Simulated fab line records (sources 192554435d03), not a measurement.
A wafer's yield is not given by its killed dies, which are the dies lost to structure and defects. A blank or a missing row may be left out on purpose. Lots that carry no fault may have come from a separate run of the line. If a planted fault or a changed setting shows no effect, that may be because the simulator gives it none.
What tool caused it? | flow n5Finfet | 21 wafers from 7 lots sampled at 7 of the route's 1938 steps

== WHAT THE GAUGES SHOWED, per wafer ==
N5_BEOL_M8_CD_MEAS_11 targets a cd of 38.5 nm. Usual: cdNm 38.4 nm, standard deviation 0.66.
lot  | measured     | on       | cdNm (nm)      | flag
L599 | day 9 15:48  | cdSem-03 | 39.9 38.2 39.1 | 
L603 | day 11 12:32 | cdSem-01 | 38.8 39.7 37.6 | 
L608 | day 12 10:55 | cdSem-02 | 38.2 39.9 37.5 | 
L615 | day 14 03:50 | cdSem-03 | 32.5 27.7 33.1 | OFF
L618 | day 14 21:31 | cdSem-02 | 38.6 39.4 38.0 | 
L621 | day 15 14:31 | cdSem-03 | 39.6 38.1 38.5 | 
L620 | day 15 16:04 | cdSem-02 | 38.0 38.8 38.7 | 

N5_BEOL_M8_CD_MEAS_18: pitch 80 nm, target cd 40 nm. Usual: cdNm 39.9 nm, standard deviation 0.77.
lot  | measured     | on       | cdNm (nm)      | flag
L599 | day 9 16:22  | cdSem-03 | 41.3 40.1 40.3 | 
L603 | day 11 13:10 | cdSem-02 | 40.6 42.2 39.3 | 
L608 | day 12 11:35 | cdSem-03 | 39.8 40.9 39.0 | 
L615 | day 14 04:44 | cdSem-01 | 33.8 29.8 35.0 | OFF
L618 | day 14 22:10 | cdSem-03 | 40.5 40.4 40.1 | 
L621 | day 15 15:08 | cdSem-01 | 40.1 39.3 40.3 | 
L620 | day 15 16:38 | cdSem-03 | 40.7 41.4 40.6 | 

N5_BEOL_M15_RC_MEAS_101. Usual: COMB_M10 1.5e-11 S/m, standard deviation 3.1e-12; COMB_M11 1.5e-11 S/m, standard deviation 3.2e-12; COMB_M12 6.4e-12 S/m, standard deviation 1.4e-12; COMB_M13 5e-12 S/m, standard deviation 9.5e-13; COMB_M14 3.6e-12 S/m, standard deviation 1e-12; COMB_M15 2.5e-12 S/m, standard deviation 7.3e-13; COMB_M5 3.7e-11 S/m, standard deviation 7.9e-12; COMB_M6 2.3e-11 S/m, standard deviation 4.6e-12; COMB_M7 2.5e-11 S/m, standard deviation 4.8e-12; COMB_M9 1.4e-11 S/m, standard deviation 3e-12; SERP_M10 3.02 ohm/um, standard deviation 0.1; SERP_M11 3.09 ohm/um, standard deviation 0.093; SERP_M12 0.644 ohm/um, standard deviation 0.021; SERP_M13 0.313 ohm/um, standard deviation 0.0081; SERP_M5 39.0 ohm/um, standard deviation 2.2; SERP_M6 13.8 ohm/um, standard deviation 0.78; SERP_M7 14.0 ohm/um, standard deviation 0.75; SERP_M8 14.0 ohm/um, standard deviation 0.76; SERP_M8_max_site 14.5 ohm/um, standard deviation 0.82; SERP_M9 3.09 ohm/um, standard deviation 0.11.
lot  | measured     | on        | COMB_M10 (S/m)          | COMB_M11 (S/m)          | COMB_M12 (S/m)          | COMB_M13 (S/m)          | COMB_M14 (S/m)          | COMB_M15 (S/m)          | COMB_M5 (S/m)           | COMB_M6 (S/m)           | COMB_M7 (S/m)           | COMB_M9 (S/m)           | SERP_M10 (ohm/um) | SERP_M11 (ohm/um) | SERP_M12 (ohm/um) | SERP_M13 (ohm/um) | SERP_M5 (ohm/um) | SERP_M6 (ohm/um) | SERP_M7 (ohm/um) | SERP_M8 (ohm/um) | SERP_M8_max_site (ohm/um) | SERP_M9 (ohm/um) | flag
L599 | day 12 03:21 | prober-02 | 1.5e-11 1.9e-11 1.8e-11 | 1.7e-11 1.4e-11 1.6e-11 | 7.5e-12 8e-12 7.2e-12   | 5.7e-12 4.4e-12 4e-12   | 6e-12 4.1e-12 3.7e-12   | 3.2e-12 3.1e-12 2.7e-12 | 2.8e-11 3.3e-11 4.4e-11 | 2.4e-11 2.2e-11 3e-11   | 2.8e-11 2.2e-11 2.4e-11 | 2e-11 1.4e-11 1.7e-11   | 2.84 2.89 3.04    | 3.15 3.24 3.07    | 0.634 0.652 0.660 | 0.314 0.303 0.318 | 37.3 40.5 39.2   | 13.0 13.1 13.7   | 14.4 14.4 14.8   | 12.8 13.0 13.4   | 13.5 13.1 13.9            | 2.86 3.07 2.94   | 
L603 | day 13 16:16 | prober-02 | 1.1e-11 1.5e-11 1e-11   | 1.3e-11 1.4e-11 1.4e-11 | 6.9e-12 4.6e-12 5.2e-12 | 5.6e-12 4.4e-12 4.8e-12 | 4.2e-12 4.2e-12 3.6e-12 | 3.2e-12 2.7e-12 2.5e-12 | 3.4e-11 3.5e-11 3e-11   | 1.9e-11 1.7e-11 2.5e-11 | 3.1e-11 2.2e-11 2.5e-11 | 1.3e-11 1.9e-11 1.7e-11 | 3.02 2.89 2.85    | 3.19 3.25 2.98    | 0.653 0.613 0.630 | 0.314 0.303 0.312 | 38.9 39.6 40.1   | 14.8 12.6 12.5   | 14.3 13.9 13.9   | 13.0 12.8 14.2   | 13.4 13.3 14.6            | 3.15 3.15 3.23   | 
L608 | day 14 13:37 | prober-01 | 1.5e-11 1e-11 1.4e-11   | 1.1e-11 1.3e-11 1.1e-11 | 5.4e-12 6.3e-12 5.8e-12 | 5.9e-12 6.2e-12 4.7e-12 | 3e-12 1.9e-12 3.6e-12   | 1.9e-12 1.7e-12 9e-13   | 2.5e-11 2.4e-11 3.9e-11 | 2.6e-11 2e-11 2.4e-11   | 2.5e-11 3.2e-11 2.2e-11 | 1.3e-11 1.2e-11 9e-12   | 3.01 3.11 3.29    | 3.14 3.01 3.19    | 0.623 0.623 0.631 | 0.315 0.311 0.319 | 38.8 35.3 36.6   | 11.9 13.2 13.0   | 13.1 13.1 13.1   | 13.9 13.2 14.3   | 14.5 13.8 15.0            | 3.08 3.06 3.05   | 
L615 | day 16 11:20 | prober-02 | 1.5e-11 1.3e-11 1.3e-11 | 1.4e-11 1.8e-11 2e-11   | 6.5e-12 7.1e-12 7.3e-12 | 4.8e-12 5.9e-12 4.5e-12 | 3.2e-12 4.9e-12 3.2e-12 | 2.8e-12 3.1e-12 3.5e-12 | 3.9e-11 4.3e-11 3.4e-11 | 2e-11 2e-11 2.1e-11     | 2.1e-11 2.3e-11 2.6e-11 | 1.7e-11 1.4e-11 1.5e-11 | 2.89 3.01 2.87    | 3.05 3.15 3.11    | 0.650 0.651 0.603 | 0.302 0.319 0.303 | 37.6 42.1 40.8   | 13.5 12.4 13.3   | 14.2 13.7 13.4   | 18.8 23.2 18.3   | 19.5 24.2 20.8            | 3.24 3.01 3.14   | OFF
L618 | day 17 05:34 | prober-02 | 1.6e-11 2.1e-11 1.5e-11 | 2.1e-11 1.3e-11 1.3e-11 | 6e-12 6.7e-12 9.6e-12   | 6.2e-12 6.1e-12 5.1e-12 | 4.6e-12 3.8e-12 2.9e-12 | 3.1e-12 2.8e-12 4.4e-12 | 3e-11 2.5e-11 4.7e-11   | 1.8e-11 2.1e-11 1.9e-11 | 3.5e-11 2.4e-11 2.5e-11 | 1.1e-11 1.4e-11 1.8e-11 | 3.04 3.18 3.17    | 3.21 3.15 3.15    | 0.636 0.616 0.616 | 0.315 0.311 0.305 | 41.9 38.4 40.4   | 15.4 14.6 14.3   | 14.7 13.3 14.3   | 13.9 12.8 14.3   | 14.4 13.1 15.2            | 3.14 3.11 3.16   | 
L621 | day 18 04:22 | prober-02 | 1.6e-11 1.7e-11 1.6e-11 | 1.2e-11 1.5e-11 1.5e-11 | 8.5e-12 6.8e-12 5.7e-12 | 5.5e-12 6e-12 6.9e-12   | 2.6e-12 2.9e-12 2.8e-12 | 3e-12 2.2e-12 3.4e-12   | 4.3e-11 3.4e-11 3.8e-11 | 2.4e-11 2.3e-11 2.5e-11 | 2.5e-11 2.8e-11 2.4e-11 | 1.2e-11 1e-11 1.2e-11   | 3.10 2.91 3.08    | 3.01 3.16 3.23    | 0.618 0.645 0.599 | 0.322 0.314 0.312 | 38.2 40.1 35.9   | 13.7 13.6 14.2   | 13.0 13.7 12.9   | 14.0 13.5 14.0   | 14.7 14.0 14.4            | 2.94 2.93 3.00   | 
L620 | day 17 23:19 | prober-02 | 1.6e-11 1.1e-11 1.1e-11 | 1.4e-11 1.5e-11 1.7e-11 | 5e-12 5.8e-12 6.1e-12   | 4.9e-12 5.1e-12 6.3e-12 | 3.4e-12 4.2e-12 4.4e-12 | 2.9e-12 3.8e-12 2.1e-12 | 3.6e-11 4e-11 4.2e-11   | 2.5e-11 2.5e-11 2.1e-11 | 3.4e-11 2.9e-11 4.2e-11 | 1.5e-11 1.7e-11 1e-11   | 3.13 2.99 3.06    | 2.96 3.13 3.03    | 0.633 0.610 0.660 | 0.308 0.311 0.310 | 36.4 38.7 39.2   | 13.2 13.1 14.2   | 15.7 13.7 15.0   | 13.0 13.4 12.8   | 13.4 14.1 13.5            | 3.09 3.19 3.11   | 

== EACH LOT AND THE TOOL THAT RAN IT (in order: tool; ch and the chambers of the sampled wafers; start) ==
lot  | N5_BEOL_M8_HM_DEP_02        | N5_BEOL_M8_EXPOSE_08              | N5_BEOL_M8_DESCUM_16              | N5_BEOL_M8_STRIP_67
L599 | pvdSputter-02, day 9 15:26  | arfiScanner-02 ch 0, day 9 15:41  | rieDiel-06 ch 0,3, day 9 15:53    | rieDiel-06 ch 0,3, day 9 16:08
L603 | pvdSputter-01, day 11 12:10 | arfiScanner-01 ch 0, day 11 12:25 | rieDiel-06 ch 1,2, day 11 12:38   | rieDiel-06 ch 1,2, day 11 12:52
L608 | pvdSputter-01, day 12 10:32 | arfiScanner-01 ch 0, day 12 10:47 | rieDiel-04 ch 0,1,3, day 12 11:01 | rieDiel-04 ch 0,1,3, day 12 11:15
L615 | pvdSputter-03, day 14 03:27 | arfiScanner-01 ch 0, day 14 03:43 | rieDiel-01 ch 2,3, day 14 04:10   | rieDiel-01 ch 2,3, day 14 04:23
L618 | pvdSputter-01, day 14 20:59 | arfiScanner-02 ch 0, day 14 21:23 | rieDiel-01 ch 0,3, day 14 21:37   | rieDiel-01 ch 0,3, day 14 21:51
L621 | pvdSputter-01, day 15 14:01 | arfiScanner-03 ch 0, day 15 14:23 | rieDiel-04 ch 0,1,3, day 15 14:37 | rieDiel-04 ch 0,1,3, day 15 14:51
L620 | pvdSputter-03, day 15 15:33 | arfiScanner-02 ch 0, day 15 15:56 | rieDiel-06 ch 1,2, day 15 16:08   | rieDiel-06 ch 1,2, day 15 16:23
- N5_BEOL_M8_HM_DEP_02: deposits TiN, target thk 20 nm.
- N5_BEOL_M8_EXPOSE_08: exposes mask M8.
- N5_BEOL_M8_DESCUM_16: chemistry O2, time 7.9 s.
- N5_BEOL_M8_STRIP_67: strips in CF4.

== AS READ BY THE TOOLS THEMSELVES (means over the sampled wafers that have a number; for cases with no such wafer, the mark the record gives instead) ==
N5_BEOL_M8_HM_DEP_02. Usual: chamberPressurePa 0.5000 Pa, standard deviation 0.001; throttleValvePct 29.7 %, standard deviation 1.1.
lot  | tool          | chamberPressurePa (Pa) | throttleValvePct (%) | flag
L599 | pvdSputter-02 | 0.4994                 | 29.2                 | 
L603 | pvdSputter-01 | 0.4998                 | 29.3                 | 
L608 | pvdSputter-01 | 0.5001                 | 29.9                 | 
L615 | pvdSputter-03 | 0.4998                 | 30.1                 | 
L618 | pvdSputter-01 | 0.4991                 | 29.4                 | 
L621 | pvdSputter-01 | 0.4998                 | 29.8                 | 
L620 | pvdSputter-03 | 0.5000                 | 30.3                 | 

N5_BEOL_M8_EXPOSE_08. Usual: exposureDoseMJCm2 68.8, standard deviation 0.62.
lot  | tool           | exposureDoseMJCm2 | flag
L599 | arfiScanner-02 | 68.2              | 
L603 | arfiScanner-01 | 69.4              | 
L608 | arfiScanner-01 | 69.4              | 
L615 | arfiScanner-01 | 69.4              | 
L618 | arfiScanner-02 | 68.2              | 
L621 | arfiScanner-03 | 68.2              | 
L620 | arfiScanner-02 | 68.2              | 

N5_BEOL_M8_DESCUM_16. Usual: drypumpMotorCurrentA 5.6 A, standard deviation 0.43; oesProductAu 0.81 a.u., standard deviation 0.075; rfVppV 243.0 V, standard deviation 1.4; showerheadPlenumPTorr 2.08 Torr, standard deviation 0.073; throttleValvePct 20.27 %, standard deviation 0.22.
lot  | tool       | drypumpMotorCurrentA (A) | oesProductAu (a.u.) | rfVppV (V) | showerheadPlenumPTorr (Torr) | throttleValvePct (%) | flag
L599 | rieDiel-06 | 5.1                      | 0.83                | 242.7      | 2.08                         | 20.34                | 
L603 | rieDiel-06 | 6.2                      | 0.83                | 244.5      | 2.18                         | 20.31                | 
L608 | rieDiel-04 | 5.6                      | 0.80                | 242.0      | 2.05                         | 20.35                | 
L615 | rieDiel-01 | 5.9                      | 0.86                | 242.6      | 2.03                         | 20.05                | 
L618 | rieDiel-01 | 5.8                      | 0.85                | 242.6      | 2.08                         | 20.08                | 
L621 | rieDiel-04 | 5.7                      | 0.78                | 242.2      | 2.04                         | 20.39                | 
L620 | rieDiel-06 | 6.0                      | 0.78                | 244.0      | 2.13                         | 20.28                | 

N5_BEOL_M8_STRIP_67. Usual: drypumpMotorCurrentA 5.6 A, standard deviation 0.43; oesProductAu 0.81 a.u., standard deviation 0.071; rfVppV 271.0 V, standard deviation 1.6; showerheadPlenumPTorr 1.79 Torr, standard deviation 0.054; throttleValvePct 13.48 %, standard deviation 0.13.
lot  | tool       | drypumpMotorCurrentA (A) | oesProductAu (a.u.) | rfVppV (V) | showerheadPlenumPTorr (Torr) | throttleValvePct (%) | flag
L599 | rieDiel-06 | 5.1                      | 0.81                | 270.0      | 1.79                         | 13.55                | 
L603 | rieDiel-06 | 6.1                      | 0.84                | 273.1      | 1.87                         | 13.44                | 
L608 | rieDiel-04 | 5.6                      | 0.81                | 270.9      | 1.75                         | 13.47                | 
L615 | rieDiel-01 | 6.0                      | 0.87                | 270.7      | 1.76                         | 13.36                | 
L618 | rieDiel-01 | 5.8                      | 0.85                | 270.3      | 1.80                         | 13.40                | 
L621 | rieDiel-04 | 5.6                      | 0.78                | 270.3      | 1.75                         | 13.51                | 
L620 | rieDiel-06 | 5.9                      | 0.79                | 272.1      | 1.83                         | 13.55                | 

== THE ANSWER, worked out from the rows above alone ==
Rule: a lot counts as off when the mean over its wafers that have a number is more than 3 standard deviations away from the usual mean. Also off: a lot with no number at a reading for which 4 or more lots have one. Any other lot the step has rows for is counted as sound. Order of review: gauges by route order, followed by the tools' own readings, for which a lot's mean as printed above is used. The first step at which some lot is off is used, and at that step the reading that is off furthest; a lot without a number counts as furthest.
Off, at N5_BEOL_M8_CD_MEAS_11 on cdNm: L615.
If a tool, at a process step before that reading, ran all the lots that are off and no sound lot after the first of them, it fits. The gauges at N5_BEOL_M8_CD_MEAS_11 aren't tried: what is off there is off at N5_BEOL_M8_CD_MEAS_18 too, on other tools, and a gauge's error can't cause that. One fits: N5_BEOL_M8_EXPOSE_08 on arfiScanner-01. A fault onset in the window from L608 (day 12 10:47, its last sound lot) to L615 (day 14 03:43, its first lot off) fits.

== WHAT WAS PUT IN BY THE SIMULATOR ==
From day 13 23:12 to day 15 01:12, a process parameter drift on arfiScanner-01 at N5_BEOL_M8_EXPOSE_08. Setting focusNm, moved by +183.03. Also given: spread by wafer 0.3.
Lots struck among those shown: L615. The same result came from the rule above.
